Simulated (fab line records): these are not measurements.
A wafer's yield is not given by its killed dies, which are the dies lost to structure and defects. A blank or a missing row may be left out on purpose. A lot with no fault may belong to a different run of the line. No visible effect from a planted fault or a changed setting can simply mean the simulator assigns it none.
Struck lot and sound lot, side by side -- flow n5-finfet -- 27 out of 1938 route steps
Sound: these wafers, L494.3, L494.4, L494.5. The struck wafers were L508.2, L508.3, L508.5. The cause comes at the end.
Each step with rows lists, per side, the tool, then ch with its chambers, then its first start. Under that, the readings that differ: sound wafers -- struck wafers -- difference of the means -- sigmas: that difference in standard deviations of wafers without a fault.
alike: same words and numbers on both sides, and readings whose means sit less than 2 such deviations apart. not compared: any withheld reading, any reading some wafer has no value for, any bound like >300 that may hide the same value, and any number with overlapping values for which the record gives no deviation.
The two part at a step that has a row with sigmas, a row that says differs or no value, or rows on one side only. Numbers that don't overlap but have no deviation are shown without sigmas and don't part them. A reading missing from all wafers of one side parts the sides only when that side holds two or more wafers.

N5_BEOL_M15_OVL_MEAS_11:
  sound on overlay-01 ch 0, day 12 11:43; struck on overlay-01 ch 0, day 16 03:25
  alike: V14_OVL
N5_BEOL_M15_INSPECT_12: inspects for defects (macro).
  sound on defect-inspect-02, day 12 11:44; struck on defect-inspect-02, day 16 03:27
  alike: raw-defect-count
N5_BEOL_M15_DESCUM_15: chemistry O2, time 7.9 s.
  sound on rie-diel-02 ch 0,3, day 12 11:47; struck on rie-diel-02 ch 0,3, day 16 03:50
  alike: drypump-motor-current-A, oes-product-au, rf-vpp-V, showerhead-plenum-p-Torr, throttle-valve-pct
  not compared: rf-hours-counter-h
N5_BEOL_M15_ETCH_59: etches BARC in N2/H2, target depth 89 nm, overetch 26.7 nm, time 67.9 s.
  sound on rie-diel-02 ch 0,3, day 12 11:49; struck on rie-diel-02 ch 0,3, day 16 03:52
  alike: drypump-motor-current-A, n2-flow-sccm, oes-product-au, rf-vpp-V, showerhead-plenum-p-Torr, throttle-valve-pct
  not compared: rf-hours-counter-h
then, 1 step without rows for these wafers: N5_BEOL_M15_VIA_ETCH_16 (etches SiO2 in C4F8/O2/Ar, target depth 1792.2 nm).
N5_BEOL_M15_STRIP_63: strips in O2.
  sound: rie-diel-02 ch 0,3; struck: rie-diel-02 ch 0,3
  alike: drypump-motor-current-A, oes-product-au, rf-vpp-V, showerhead-plenum-p-Torr, throttle-valve-pct
  not compared: rf-hours-counter-h
then, 3 steps without rows for these wafers: N5_BEOL_M15_STRIP_64 (strips in O2); N5_BEOL_M15_STRIP_65 (strips in post etch residue remover, time 60 s); N5_BEOL_M15_SRD_66 (time 30 s, dry time 30 s).
N5_BEOL_M15_CD_MEAS_17: the cd target is 360 nm.
  sound on cd-sem-01, day 12 12:17; struck on cd-sem-03, day 16 04:20
  alike: cd-nm
then, 2 steps without rows for these wafers: N5_BEOL_M15_COAT_56 (time 60 s, resist thk 550 nm); N5_BEOL_M15_ETCH_57 (etches SOC in N2/H2, time 750 s).
N5_BEOL_M15_COAT_60: time 60 s, resist thk 89 nm.
  sound on litho-track-03 ch 0, day 12 12:53; struck on litho-track-03 ch 0, day 16 05:12
reading,sound,struck,difference,sigmas
spin-speed-rpm (rpm),1500.6 1500.8 1500.1,1659.5 1658.8 1659.8,+158.9,+99 or more
model.BARC_of_BEOL_M15_COAT_60.thk-nm (nm),89 89 88.8,85.4 85.6 85,-3.6,
  alike: resist-line-temp-C
then, 7 steps without rows for these wafers: N5_BEOL_M15_COAT_22 (resist thk 800 nm); N5_BEOL_M15_EBR_24; N5_BEOL_M15_SOFTBAKE_23 (time 60 s); N5_BEOL_M15_EXPOSE_25 (exposes mask M15, target cd 400 nm); N5_BEOL_M15_PEB_26 (peb time 90 s); N5_BEOL_M15_DEVELOP_27 (develop time 45 s); N5_BEOL_M15_HARDBAKE_32 (time 120 s).
N5_BEOL_M15_CD_MEAS_28: the cd target is 407.6 nm.
  sound on cd-sem-02 ch 0, day 12 13:16; struck on cd-sem-02 ch 0, day 16 05:36
  alike: cd-nm
N5_BEOL_M15_OVL_MEAS_29:
  sound on overlay-02 ch 0, day 12 13:18; struck on overlay-02 ch 0, day 16 05:38
  alike: M15_OVL
N5_BEOL_M15_INSPECT_30: inspects for defects (macro).
  sound on defect-inspect-02, day 12 13:20; struck on defect-inspect-02, day 16 05:39
  alike: raw-defect-count
N5_BEOL_M15_DESCUM_33: chemistry O2, time 7.9 s.
  sound on rie-diel-02 ch 2,3, day 12 13:22; struck on rie-diel-05 ch 2,3, day 16 05:44
reading,sound,struck,difference,sigmas
rf-vpp-V (V),246.4 242.1 247.0,240.9 242.1 243.3,-3.1,-2
  alike: drypump-motor-current-A, oes-product-au, showerhead-plenum-p-Torr, throttle-valve-pct
  not compared: rf-hours-counter-h
N5_BEOL_M15_ETCH_61: etches BARC in N2/H2, target depth 89 nm, overetch 26.7 nm, time 67.9 s.
  sound on rie-diel-02 ch 2,3, day 12 13:24; struck on rie-diel-05 ch 2,3, day 16 05:47
reading,sound,struck,difference,sigmas
n2-flow-sccm (sccm),199.9 199.0 200.3,200.4 202.1 200.7,+1.3,+2
showerhead-plenum-p-Torr (Torr),2.71 2.50 2.71,2.51 2.47 2.47,-0.16,-2
model.etch.depth-nm (nm),89.1 89.01 88.72,85.35 85.65 85.01,-3.61,
  alike: drypump-motor-current-A, oes-product-au, rf-vpp-V, throttle-valve-pct
  not compared: rf-hours-counter-h
N5_BEOL_M15_TRENCH_ETCH_34: etches SiO2 in C4F8/O2/Ar, target depth 872.93 nm, time 199 s.
  sound on rie-diel-02 ch 2,3, day 12 13:27; struck on rie-diel-05 ch 2,3, day 16 05:50
  alike: drypump-motor-current-A, oes-product-au, rf-vpp-V, showerhead-plenum-p-Torr, throttle-valve-pct
  not compared: rf-hours-counter-h
N5_PASSIVATION_PROBE_49:
  rows exist in the record for the struck wafers here (prober-02, day 17 01:59), but not for the sound ones

WHERE THEY PART
At N5_BEOL_M15_COAT_60 first; at N5_PASSIVATION_PROBE_49 last (within this record only).

WHY: the cause the simulator had injected
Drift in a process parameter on litho-track-03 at N5_BEOL_M15_COAT_60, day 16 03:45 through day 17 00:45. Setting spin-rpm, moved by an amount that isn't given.
